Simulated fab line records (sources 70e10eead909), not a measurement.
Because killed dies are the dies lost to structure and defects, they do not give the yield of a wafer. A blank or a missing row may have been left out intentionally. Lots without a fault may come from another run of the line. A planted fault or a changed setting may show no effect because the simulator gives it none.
Chamber matching	flow nand harc	ald hk-03 running NHARC_A_STAIRCASE_ALD_420: 4 sister chambers
The step deposits SiO2, target thk 20 nm, pulse time 6 s, ald cycles 200. 8 wafers are shown with their chamber, then 7 later ones without.

WAFERS, EACH WITH ITS CHAMBER
wafer	chamber	heater power w (W)	heater power outer w (W)
L079.4	1	434	265
L081.2	0	497	283
L081.3	2	418	244
L081.4	1	453	271
L085.3	2	448	271
L085.6	3	510	270
L087.1	0	500	295
L087.3	3	504	270

WAFERS WHOSE CHAMBER IS MISSING
wafer	heater power w (W)	heater power outer w (W)
L087.5	495	279
L095.1	504	279
L095.2	443	264
L095.4	444	266
L097.1	498	270
L097.5	489	294
L097.6	489	268

CHAMBER TAKEN BY EACH
wafer	from the rows above	in truth
L087.5	can't be placed: 0 or 3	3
L095.1	can't be placed: 3 or 0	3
L095.2	can't be placed: 1 or 2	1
L095.4	can't be placed: 1 or 2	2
L097.1	can't be placed: 3 or 0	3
L097.5	can't be placed: 0 or 3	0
L097.6	can't be placed: 3 or 0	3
Placed correctly: 0 of 7. From these rows, 7 cannot be placed; in 7 the true chamber is one of the candidates. Placed wrongly: 0.
How it was worked out, from the rows above alone: a wafer's distance from a chamber is the root of the sum, over the readings, of the square of ((its reading less the chamber's mean) divided by the reading's scatter). The wafer belongs to the nearest chamber; if the next one is less than 2 further off, it can't be placed. Each chamber's mean is taken over the wafers shown for it. The scatter: take each reading less its chamber's mean, square it, sum over the shown wafers, divide by the number of wafers less the number of chambers, and take the root.
